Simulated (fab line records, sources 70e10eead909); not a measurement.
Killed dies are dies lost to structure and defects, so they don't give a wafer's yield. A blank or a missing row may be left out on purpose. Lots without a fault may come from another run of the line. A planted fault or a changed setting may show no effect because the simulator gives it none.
Chamber matching | flow nand_harc | NHARC_A_ZERO_WELL_ETCH_13 on rie_si-03: 4 sister chambers
The step etches the open film in HBr/Cl2, target depth 120 nm, time 40.1 s. 8 wafers are shown with their chamber, then 9 later ones without.

WAFERS WITH THEIR CHAMBER
wafer  | chamber | drypump_motor_current_A (A) | oes_product_au (a.u.)
L597.3 | 1       | 5.74                        | 0.971
L605.6 | 2       | 5.59                        | 1.004
L604.1 | 3       | 5.65                        | 0.993
L604.2 | 1       | 5.81                        | 0.980
L604.6 | 0       | 6.31                        | 1.015
L607.1 | 0       | 6.30                        | 1.010
L607.2 | 2       | 5.65                        | 0.997
L607.6 | 3       | 5.63                        | 0.989

WAFERS WITHOUT THEIR CHAMBER
wafer  | drypump_motor_current_A (A) | oes_product_au (a.u.)
L608.1 | 5.64                        | 1.004
L608.3 | 5.60                        | 0.989
L608.4 | 5.80                        | 0.978
L612.2 | 5.75                        | 0.979
L612.3 | 5.59                        | 0.986
L612.5 | 5.62                        | 0.981
L613.1 | 5.80                        | 0.980
L613.3 | 6.32                        | 1.020
L613.4 | 5.59                        | 0.998

WHICH CHAMBER EACH WENT THROUGH
wafer  | from the rows above     | in truth
L608.1 | can't be placed: 2 or 3 | 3
L608.3 | can't be placed: 3 or 2 | 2
L608.4 | 1                       | 1
L612.2 | 1                       | 1
L612.3 | can't be placed: 3 or 2 | 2
L612.5 | can't be placed: 3 or 2 | 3
L613.1 | 1                       | 1
L613.3 | 0                       | 0
L613.4 | can't be placed: 2 or 3 | 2
Placed correctly: 4 of 9. Can't be placed from these rows: 5 (the true chamber is among the candidates in 5). Placed wrongly: 0.
How it was worked out, from the rows above alone: a wafer's distance from a chamber is the root of the sum, over the readings, of the square of ((its reading less the chamber's mean) divided by the reading's scatter). The wafer belongs to the nearest chamber; if the next one is less than 2 further off, it can't be placed. A chamber's mean is the mean of its shown wafers. The scatter: the root of (the sum of the squares of (reading less its chamber's mean) over the shown wafers, divided by (wafers less chambers)).
